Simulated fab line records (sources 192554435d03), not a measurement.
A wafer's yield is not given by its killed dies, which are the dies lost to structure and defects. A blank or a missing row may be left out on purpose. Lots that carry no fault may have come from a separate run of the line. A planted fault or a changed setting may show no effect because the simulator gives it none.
Chamber matching ; flow n5-finfet ; cmp-03 running N5_BEOL_M4_CMP_52: 4 sister chambers
The step polishes, stops on SiOC, t overpolish 6.8 s, target thk 40 nm. 8 wafers are shown with their chamber, then 10 later ones without.

== WAFERS PAIRED WITH THEIR CHAMBERS ==
wafer;chamber;motor-current-A (A);time-to-endpoint-s (s)
L082.3;1;7.0;65.4
L088.4;0;6.0;67.6
L093.3;0;6.0;61.4
L092.1;2;5.4;65.4
L092.3;1;7.1;68.9
L092.4;3;6.2;63.7
L094.1;3;6.6;60.6
L094.2;2;5.3;65.4

== WAFERS WITHOUT THEIR CHAMBER ==
wafer;motor-current-A (A);time-to-endpoint-s (s)
L094.6;5.3;64.7
L095.2;6.0;63.7
L095.3;6.4;63.3
L095.5;6.3;62.8
L096.1;5.3;71.0
L096.2;6.2;64.0
L096.4;6.0;69.8
L097.1;5.8;63.3
L097.4;5.7;63.9
L097.6;5.3;61.9

== THE CHAMBER EACH PASSED THROUGH ==
wafer;from the rows above;in truth
L094.6;2;2
L095.2;0;0
L095.3;3;3
L095.5;can't be placed: 3 or 0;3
L096.1;2;2
L096.2;can't be placed: 0 or 3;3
L096.4;can't be placed: 0 or 3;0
L097.1;can't be placed: 0 or 2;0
L097.4;can't be placed: 0 or 2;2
L097.6;2;2
5 of 10 placed correctly. Not placeable from these rows: 5 (in 5, the candidates include the true chamber). Placed wrongly: 0.
How it was worked out, from the rows above alone: a wafer's distance from a chamber is the root of the sum, over the readings, of the square of ((its reading less the chamber's mean) divided by the reading's scatter). The wafer belongs to the nearest chamber; if the next one is less than 2 further off, it can't be placed. A chamber's mean is the mean of its shown wafers. The scatter: take each reading less its chamber's mean, square it, sum over the shown wafers, divide by the number of wafers less the number of chambers, and take the root.
